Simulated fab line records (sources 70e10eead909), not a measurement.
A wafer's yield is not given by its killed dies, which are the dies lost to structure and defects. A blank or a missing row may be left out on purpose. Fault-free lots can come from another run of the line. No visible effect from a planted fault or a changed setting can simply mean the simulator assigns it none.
fab line records | flow nandHarc
record: lots: 6 wafers: 18 lastDay: 34
route steps=1302 shown A_DECK1_JOINT@544 A_ONON_D2@545 END@1302
lots that met no fault: from a run of the same line without faults
startH: hours from the record's opening day to when the first of the lot's shown wafers began | waitH: hours since the lot's step before | " repeats the value in the row above | L1.1+2: several wafers, shown together as one row | - no value, or no start was given | * or withheld: withheld | < > ~ a bound
route shown NAME@n: a module of which the file shows steps, and the number in the route of the first | usual: mean/standard deviation taken from wafers without a fault | same: alike in all rows | chamber/n: place in a boat | sites: per-site readings | _std_site: standard deviation across them | _edge_site: mean of outer sites minus mean of inner sites | radiusMm: for every site, how far away it sits from the centre of the wafer | mask NAME#n: copy n | behind: the most recent tool/chamber to have shaped the wafer | hold: reason for holding the lot/hours on hold/outcome of the hold | device: transistor that didn't switch, given as n, p or np | end of line: the same wafers' tests at the end of the route | a step without rows: its recipe alone | killed: dies that structure and defects cost at the first sort, which is not the same as the wafer's yield | map: per-die view of a wafer (x killed, . not killed, _ where there is no die)
set.NAME: the setting that was run; set.NAME@STEP: the one run at that earlier step | model.NAME: the simulator's own value behind a step, which no gauge read
a table for each step, a row for each wafer; lots at some steps of the route
services: a tool's chamber out of use, with start hour (startH, from the record's first day; less than 0 if before it), hours out, and reason
== steps ==
step: NHARC_A_DECK1_JOINT_INSPECT_05
usual: rawDefectCount: 317/130
columns lot.wafer tool chamber startH waitH rawDefectCount
L320.1 defectInspect-02 - 289.41 0.0 139
L320.3 " - " " 332
L320.4 " - " " 194
L322.1 defectInspect-02 - 295.22 0.0 354
L322.2 " - " " 324
L322.3 " - " " 539
L327.3 defectInspect-02 - 357.06 0.0 339
L327.5 " - " " 430
L327.6 " - " " 418
L336.4 defectInspect-01 - 451.96 0.0 306
L336.5 " - " " 344
L336.6 " - " " 261
L338.3 defectInspect-01 - 469.96 0.0 252
L338.5 " - " " 421
L338.6 " - " " 147
L341.3 defectInspect-02 - 502.80 0.0 605
L341.4 " - " " 913
L341.5 " - " " 665
step: NHARC_A_ONON_D2_DEP_00
recipe: targetThkA: 10000 n2FlowSccm: 2750 n2oFlowSccm: 2000 nh3FlowSccm: 500 sih4FlowSccm: 210 tempC: 400
step: NHARC_A_ONON_D2_THK_MEAS_02
recipe: thkMeasGauge: ellipsometry
usual: thkNm: 1001/7.6
columns lot.wafer tool chamber startH waitH thkNm
L320.1 filmMetro-02 - 289.99 - 1012
L320.3 " - " " 1014
L320.4 " - " " 1010
L322.1 filmMetro-01 - 295.80 - 1009
L322.2 " - " " 1009
L322.3 " - " " 1010
L327.3 filmMetro-01 - 357.63 - 998
L327.5 " - " " 997
L327.6 " - " " 1000
L336.4 filmMetro-02 - 452.53 - 1003
L336.5 " - " " 1001
L336.6 " - " " 1003
L338.3 filmMetro-02 - 470.54 - 991
L338.5 " - " " 990
L338.6 " - " " 991
L341.3 filmMetro-02 - 503.37 - 1003
L341.4 " - " " 1002
L341.5 " - " " 1004
step: NHARC_A_ONON_D2_DEP_03
recipe: targetThkA: 10000 n2FlowSccm: 2750 n2oFlowSccm: 2000 nh3FlowSccm: 500 sih4FlowSccm: 210 tempC: 400
step: NHARC_A_ONON_D2_THK_MEAS_05
recipe: thkMeasGauge: ellipsometry
usual: thkNm: 1000/7.6
columns lot.wafer tool chamber startH waitH thkNm
L320.1 filmMetro-01 - 290.55 - 1006
L320.3 " - " " 1005
L320.4 " - " " 1006
L322.1 filmMetro-02 - 296.36 - 1012
L322.2 " - " " 1009
L322.3 " - " " 1011
L327.3 filmMetro-01 - 358.20 - 989
L327.5 " - " " 990
L327.6 " - " " 990
L336.4 filmMetro-02 - 453.10 - 1004
L336.5 " - " " 1003
L336.6 " - " " 1002
L338.3 filmMetro-02 - 471.10 - 1013
L338.5 " - " " 1011
L338.6 " - " " 1012
L341.3 filmMetro-02 - 503.94 - 1000
L341.4 " - " " 1003
L341.5 " - " " 1002
step: NHARC_A_ONON_D2_DEP_06
recipe: targetThkA: 10000 n2FlowSccm: 2750 n2oFlowSccm: 2000 nh3FlowSccm: 500 sih4FlowSccm: 210 tempC: 400
step: NHARC_A_ONON_D2_THK_MEAS_08
recipe: thkMeasGauge: ellipsometry
usual: thkNm: 999/8.7
columns lot.wafer tool chamber startH waitH thkNm
L320.1 filmMetro-02 - 291.12 - 995
L320.3 " - " " 998
L320.4 " - " " 995
L322.1 filmMetro-01 - 296.93 - 983
L322.2 " - " " 983
L322.3 " - " " 983
L327.3 filmMetro-01 - 358.77 - 1009
L327.5 " - " " 1010
L327.6 " - " " 1010
L336.4 filmMetro-01 - 453.67 - 997
L336.5 " - " " 999
L336.6 " - " " 1001
L338.3 filmMetro-02 - 471.66 - 1003
L338.5 " - " " 1003
L338.6 " - " " 1004
L341.3 filmMetro-02 - 504.50 - 992
L341.4 " - " " 993
L341.5 " - " " 991
step: NHARC_A_ONON_D2_DEP_09
recipe: targetThkA: 10000 n2FlowSccm: 2750 n2oFlowSccm: 2000 nh3FlowSccm: 500 sih4FlowSccm: 210 tempC: 400
step: NHARC_A_ONON_D2_THK_MEAS_11
recipe: thkMeasGauge: ellipsometry
usual: thkNm: 1003/9.6
columns lot.wafer tool chamber startH waitH thkNm
L320.1 filmMetro-02 - 291.68 - 1001
L320.3 " - " " 1000
L320.4 " - " " 1002
L322.1 filmMetro-02 - 297.50 - 1006
L322.2 " - " " 1005
L322.3 " - " " 1007
L327.3 filmMetro-02 - 359.33 - 1013
L327.5 " - " " 1013
L327.6 " - " " 1015
L336.4 filmMetro-01 - 454.25 - 996
L336.5 " - " " 998
L336.6 " - " " 996
L338.3 filmMetro-02 - 472.23 - 995
L338.5 " - " " 996
L338.6 " - " " 995
L341.3 filmMetro-01 - 505.06 - 984
L341.4 " - " " 981
L341.5 " - " " 984
step: NHARC_A_ONON_D2_DEP_12
recipe: targetThkA: 10000 n2FlowSccm: 2750 n2oFlowSccm: 2000 nh3FlowSccm: 500 sih4FlowSccm: 210 tempC: 400
step: NHARC_A_ONON_D2_THK_MEAS_14
recipe: thkMeasGauge: ellipsometry
usual: thkNm: 1002/9.8
columns lot.wafer tool chamber startH waitH thkNm
L320.1 filmMetro-02 - 292.25 - 996
L320.3 " - " " 994
L320.4 " - " " 996
L322.1 filmMetro-01 - 298.06 - 1003
L322.2 " - " " 1003
L322.3 " - " " 1002
L327.3 filmMetro-01 - 359.90 - 1004
L327.5 " - " " 1005
L327.6 " - " " 1003
L336.4 filmMetro-01 - 454.81 - 1019
L336.5 " - " " 1020
L336.6 " - " " 1020
L338.3 filmMetro-02 - 472.79 - 974
L338.5 " - " " 972
L338.6 " - " " 970
L341.3 filmMetro-01 - 505.63 - 999
L341.4 " - " " 998
L341.5 " - " " 1000
step: NHARC_A_ONON_D2_ANNEAL_15
recipe: tempC: 750 timeS: 3600
step: NHARC_A_ONON_D2_DEP_16
recipe: targetThkA: 10000 n2FlowSccm: 2750 n2oFlowSccm: 2000 nh3FlowSccm: 500 sih4FlowSccm: 210 tempC: 400
usual: nh3FlowSccm: 500.2/1.3
columns lot.wafer tool chamber startH waitH nh3FlowSccm
L320.1 pecvdOnon-02 0 300.10 0.4 499.3
L320.3 " 0 " " 498.0
L320.4 " 0 " " 501.1
L322.1 pecvdOnon-02 0 304.97 0.4 501.0
L322.2 " 0 " " 498.2
L322.3 " 0 " " 499.2
L327.3 pecvdOnon-03 0 367.25 0.5 500.3
L327.5 " 0 " " 497.9
L327.6 " 0 " " 500.9
L336.4 pecvdOnon-03 0 462.97 0.6 499.8
L336.5 " 0 " " 500.9
L336.6 " 0 " " 502.9
L338.3 pecvdOnon-03 0 479.75 0.5 500.7
L338.5 " 0 " " 500.6
L338.6 " 0 " " 502.0
L341.3 pecvdOnon-04 0 513.02 0.5 501.2
L341.4 " 0 " " 501.3
L341.5 " 0 " " 500.0
step: NHARC_A_ONON_D2_THK_MEAS_18
recipe: thkMeasGauge: ellipsometry
usual: thkNm: 1000/9.9
columns lot.wafer tool chamber startH waitH thkNm
L320.1 filmMetro-02 - 300.62 - 1012
L320.3 " - " " 1012
L320.4 " - " " 1014
L322.1 filmMetro-02 - 305.48 - 1020
L322.2 " - " " 1018
L322.3 " - " " 1018
L327.3 filmMetro-01 - 367.64 - 1010
L327.5 " - " " 1010
L327.6 " - " " 1009
L336.4 filmMetro-01 - 463.31 - 1008
L336.5 " - " " 1596
L336.6 " - " " 1596
L338.3 filmMetro-01 - 480.15 - 990
L338.5 " - " " 1577
L338.6 " - " " 1578
L341.3 filmMetro-01 - 513.42 - 982
L341.4 " - " " 985
L341.5 " - " " 984
step: NHARC_A_ONON_D2_DEP_19
recipe: targetThkA: 10000 n2FlowSccm: 2750 n2oFlowSccm: 2000 nh3FlowSccm: 500 sih4FlowSccm: 210 tempC: 400
step: NHARC_END_SORT_01
recipe: tempC: 25
usual: killedAtArray: 57/18 killedAtOther: 0.8/1 killedAtPeriphery: 3.9/2.8 killedDies: 62/18 killedOpen: 3.4/1.8 killedShort: 2.2/1.6
same: grossDies: 677
columns lot.wafer tool chamber startH waitH killedAtArray killedAtOther killedAtPeriphery killedDies killedOpen killedShort
L336.5 prober-02 0 752.04 3.6 670 0 7 677 3 2
L336.6 prober-02 0 752.82 3.9 665 4 8 677 4 1
L338.5 prober-01 0 759.86 3.7 674 0 3 677 2 1
L338.6 prober-01 0 760.65 3.9 670 1 6 677 1 1
killed by level:class
L336.5 A_ONON_D2:areaDep=634 A_CHANNEL_HOLE_D1:chamberFilmFlake=11 A_CONTACT:chamberFilmFlake=6 P_M1:chamberFilmFlake=5 A_STAIRCASE:chamberFilmFlake=4 A_SLIT:chamberFilmFlake=4 A_WL_FILL:geometricParticle:open=2 A_CHANNEL_FILL_D1:chamberFilmFlake=2
L336.6 A_ONON_D2:areaDep=624 A_CHANNEL_HOLE_D1:chamberFilmFlake=11 A_SLIT:chamberFilmFlake=7 A_CONTACT:chamberFilmFlake=7 P_GATE:chamberFilmFlake=5 THIN_TSV:chamberFilmFlake=4 A_STAIRCASE:chamberFilmFlake=3 A_WL_FILL:geometricParticle:open=2
L338.5 A_ONON_D2:areaDep=626 A_CHANNEL_HOLE_D1:chamberFilmFlake=33 A_SLIT:chamberFilmFlake=4 P_GATE:chamberFilmFlake=2 A_STAIRCASE:chamberFilmFlake=2 A_CONTACT:chamberFilmFlake=2 A_BONDPAD:chamberFilmFlake=2 A_CHANNEL_FILL_D1:geometricParticle:open=1
L338.6 A_ONON_D2:areaDep=616 A_CHANNEL_HOLE_D1:chamberFilmFlake=33 A_CONTACT:chamberFilmFlake=11 P_M2:chamberFilmFlake=4 A_SLIT:chamberFilmFlake=4 A_BLC:geometricParticle:short=1 A_M0:geometricParticle:open=1 P_STI:chamberFilmFlake=1
map L336.5 (x killed, . not)
____________x____________
_________xxxxxxx_________
_______xxxxxxxxxxx_______
______xxxxxxxxxxxxx______
_____xxxxxxxxxxxxxxx_____
____xxxxxxxxxxxxxxxxx____
____xxxxxxxxxxxxxxxxx____
___xxxxxxxxxxxxxxxxxxx___
___xxxxxxxxxxxxxxxxxxx___
__xxxxxxxxxxxxxxxxxxxxx__
__xxxxxxxxxxxxxxxxxxxxx__
_xxxxxxxxxxxxxxxxxxxxxxx_
_xxxxxxxxxxxxxxxxxxxxxxx_
_xxxxxxxxxxxxxxxxxxxxxxx_
_xxxxxxxxxxxxxxxxxxxxxxx_
_xxxxxxxxxxxxxxxxxxxxxxx_
xxxxxxxxxxxxxxxxxxxxxxxxx
xxxxxxxxxxxxxxxxxxxxxxxxx
xxxxxxxxxxxxxxxxxxxxxxxxx
xxxxxxxxxxxxxxxxxxxxxxxxx
xxxxxxxxxxxxxxxxxxxxxxxxx
_xxxxxxxxxxxxxxxxxxxxxxx_
_xxxxxxxxxxxxxxxxxxxxxxx_
_xxxxxxxxxxxxxxxxxxxxxxx_
_xxxxxxxxxxxxxxxxxxxxxxx_
_xxxxxxxxxxxxxxxxxxxxxxx_
__xxxxxxxxxxxxxxxxxxxxx__
__xxxxxxxxxxxxxxxxxxxxx__
___xxxxxxxxxxxxxxxxxxx___
___xxxxxxxxxxxxxxxxxxx___
____xxxxxxxxxxxxxxxxx____
____xxxxxxxxxxxxxxxxx____
_____xxxxxxxxxxxxxxx_____
______xxxxxxxxxxxxx______
_______xxxxxxxxxxx_______
_________xxxxxxx_________
____________x____________
map L338.5 (x killed, . not)
____________x____________
_________xxxxxxx_________
_______xxxxxxxxxxx_______
______xxxxxxxxxxxxx______
_____xxxxxxxxxxxxxxx_____
____xxxxxxxxxxxxxxxxx____
____xxxxxxxxxxxxxxxxx____
___xxxxxxxxxxxxxxxxxxx___
___xxxxxxxxxxxxxxxxxxx___
__xxxxxxxxxxxxxxxxxxxxx__
__xxxxxxxxxxxxxxxxxxxxx__
_xxxxxxxxxxxxxxxxxxxxxxx_
_xxxxxxxxxxxxxxxxxxxxxxx_
_xxxxxxxxxxxxxxxxxxxxxxx_
_xxxxxxxxxxxxxxxxxxxxxxx_
_xxxxxxxxxxxxxxxxxxxxxxx_
xxxxxxxxxxxxxxxxxxxxxxxxx
xxxxxxxxxxxxxxxxxxxxxxxxx
xxxxxxxxxxxxxxxxxxxxxxxxx
xxxxxxxxxxxxxxxxxxxxxxxxx
xxxxxxxxxxxxxxxxxxxxxxxxx
_xxxxxxxxxxxxxxxxxxxxxxx_
_xxxxxxxxxxxxxxxxxxxxxxx_
_xxxxxxxxxxxxxxxxxxxxxxx_
_xxxxxxxxxxxxxxxxxxxxxxx_
_xxxxxxxxxxxxxxxxxxxxxxx_
__xxxxxxxxxxxxxxxxxxxxx__
__xxxxxxxxxxxxxxxxxxxxx__
___xxxxxxxxxxxxxxxxxxx___
___xxxxxxxxxxxxxxxxxxx___
____xxxxxxxxxxxxxxxxx____
____xxxxxxxxxxxxxxxxx____
_____xxxxxxxxxxxxxxx_____
______xxxxxxxxxxxxx______
_______xxxxxxxxxxx_______
_________xxxxxxx_________
____________x____________
== services ==
columns tool chamber startH hours kind
pecvdOnon-04 - 311.23 13.0 pm
pecvdOnon-02 - 366.00 13.0 pm
pecvdOnon-03 - 393.57 2.8 repair
pecvdOnon-03 - 408.00 13.0 pm
pecvdOnon-04 - 492.23 13.0 pm
== key ==
firstSign: step: NHARC_A_ONON_D2_THK_MEAS_18 reading: thkNm direction: up sigmas: 59 usual: 1000 struck: 1587
effect: step: NHARC_END_SORT_01 reading: killedDies direction: up sigmas: 34 usual: 62 struck: 677
moreKillsBornAt: NHARC_A_ONON_D2_DEP_16@pecvdOnon-03: 2500
metAt NHARC_A_ONON_D2_DEP_16
struckWafers L336.5,L336.6,L338.5,L338.6
laterRowsLeftOut L336.5,L336.6,L338.5,L338.6
testerLeftOut L336,L338
onsetBetween 367.25 462.97
fault: kind: processParameterDrift tool: pecvdOnon-03 chamber: - onsetH: 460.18 steps: NHARC_A_ONON_D2_DEP_16 channel: targetThkA offset: * shape: step endH: 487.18 scope: struckWafersOnly actsIn: * stated: *
testerLeftOut: of these lots the tester's yield and bins aren't shown, on N5 and GAA mostly nor the transistor test; their killed dies are dies lost to structure and defects alone, not to doping, threshold or leakage, so they don't give the yield
laterRowsLeftOut: the simulator's readings of these wafers behind a module that went badly wrong aren't trusted and aren't shown, but for the sort
